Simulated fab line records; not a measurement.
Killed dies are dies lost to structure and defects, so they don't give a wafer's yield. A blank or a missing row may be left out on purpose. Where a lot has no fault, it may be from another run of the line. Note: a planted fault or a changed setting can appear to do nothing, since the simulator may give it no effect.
Split-lot trial ; flow n5-finfet ; route with 1938 steps; 7 lots, 39 wafers read

THE SPLIT ITSELF
At N5_ZERO_LAYER_DEVELOP_10 (develop time 60 s), the setting develop-time-s was moved away from the recipe's 60 s on 12 of the 39 wafers read, by -51.4% to +42.4%. For the rest of the wafers, this setting stayed at what the recipe calls for.

THE PATH FROM SPLIT TO READING: the file shows 1 step between them
- N5_ZERO_LAYER_HARDBAKE_23: time 120 s

THE READING
cd-nm, in nm, at N5_ZERO_LAYER_CD_MEAS_11 (target cd 2000 nm). Typical for fault-free wafers on this fab line: 2000.8 nm, with standard deviation 2 nm.

wafer;tool, chamber at the split;develop-time-s as run, s;against the recipe;cd-nm, nm;against lot-mates on the recipe
L075.1;litho-track-01, 0;60;recipe;1999.2;-
L075.2;litho-track-01, 0;60;recipe;2000.8;-
L075.3;litho-track-01, 0;60;recipe;2001.1;-
L075.4;litho-track-01, 0;60;recipe;1999.2;-
L075.5;litho-track-01, 0;60;recipe;2003.5;-
L075.6;litho-track-01, 0;60;recipe;2001.6;-
L077.1;litho-track-01, 0;60;recipe;2003.9;-
L077.2;litho-track-01, 0;29.17;-51.4%;1985.7;-17.8
L077.3;litho-track-01, 0;60;recipe;2003.0;-
L077.4;litho-track-01, 0;60;recipe;2003.7;-
L077.5;litho-track-01, 0;29.17;-51.4%;1984.0;-19.5
L077.6;litho-track-01, 0;29.17;-51.4%;1985.8;-17.7
L080.1;litho-track-04, 0;79.19;+32.0%;2006.9;+5.7
L080.2;litho-track-04, 0;79.19;+32.0%;2004.4;+3.2
L080.3;litho-track-04, 0;60;recipe;1998.9;-
L080.4;litho-track-04, 0;79.19;+32.0%;2007.5;+6.3
L080.5;litho-track-04, 0;60;recipe;2002.5;-
L080.6;litho-track-04, 0;60;recipe;2002.1;-
L081.1;litho-track-05, 0;60;recipe;1998.0;-
L081.2;litho-track-05, 0;76.36;+27.3%;2004.8;+6.7
L081.3;litho-track-05, 0;60;recipe;1998.2;-
L081.4;litho-track-05, 0;76.36;+27.3%;2004.2;+6.1
L081.5;litho-track-05, 0;76.36;+27.3%;2004.6;+6.5
L081.6;litho-track-05, 0;60;recipe;1998.0;-
L086.1;litho-track-04, 0;60;recipe;2002.3;-
L086.2;litho-track-04, 0;60;recipe;2000.2;-
L086.3;litho-track-04, 0;60;recipe;2000.2;-
L086.4;litho-track-04, 0;60;recipe;2002.1;-
L086.5;litho-track-04, 0;60;recipe;2000.5;-
L086.6;litho-track-04, 0;60;recipe;1999.2;-
L089.2;litho-track-05, 0;60;recipe;1999.5;-
L089.4;litho-track-05, 0;60;recipe;1999.7;-
L089.5;litho-track-05, 0;60;recipe;2002.2;-
L091.1;litho-track-04, 0;60;recipe;2001.4;-
L091.2;litho-track-04, 0;85.41;+42.4%;2008.0;+7.0
L091.3;litho-track-04, 0;85.41;+42.4%;2010.6;+9.6
L091.4;litho-track-04, 0;60;recipe;2000.8;-
L091.5;litho-track-04, 0;85.41;+42.4%;2008.7;+7.7
L091.6;litho-track-04, 0;60;recipe;2000.8;-

FIT RESULTS
A straight line over all 39 wafers: cd-nm changes by +0.237 nm for each +1% of develop-time-s; r = +0.93; the points scatter about the line by 2 nm.
The same after taking each lot's own level away (the mean of its wafers on the recipe; 39 wafers): +0.27 nm for each +1%; r = +0.95; scatter 2 nm.
That fit puts the effect of the largest move of develop-time-s on the reading at 14 nm.
Across the lots, their own levels run from 1998.07 to 2003.53 nm, a range of 2.7 times the standard deviation given above.
So the lot-to-lot level changes the slope: the two fits differ.
Check: with one of the wafers moved furthest among these (-51.4%) left out of the fit, the line predicts -14.1 nm for it against its lot-mates. It came out at -17.8 nm against them.

THE WHOLE CHAIN: every reading that the file lists as answering this split, in the file's order
step;what it does;reading;change (the file's fit);r (the file's)
N5_ZERO_LAYER_CD_MEAS_11;target cd 2000 nm;cd-nm;+0.262 nm for each +1% of the setting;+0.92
N5_ZERO_LAYER_DESCUM_16;chemistry O2, time 7.9 s;ZERO_LAYER.cd-nm (the simulator's own value, which no gauge read);+0.259 nm for each +1% of the setting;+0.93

THE FILE'S OWN FIT
cd-nm changes by +0.262 nm for each +1% of develop-time-s, r = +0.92.
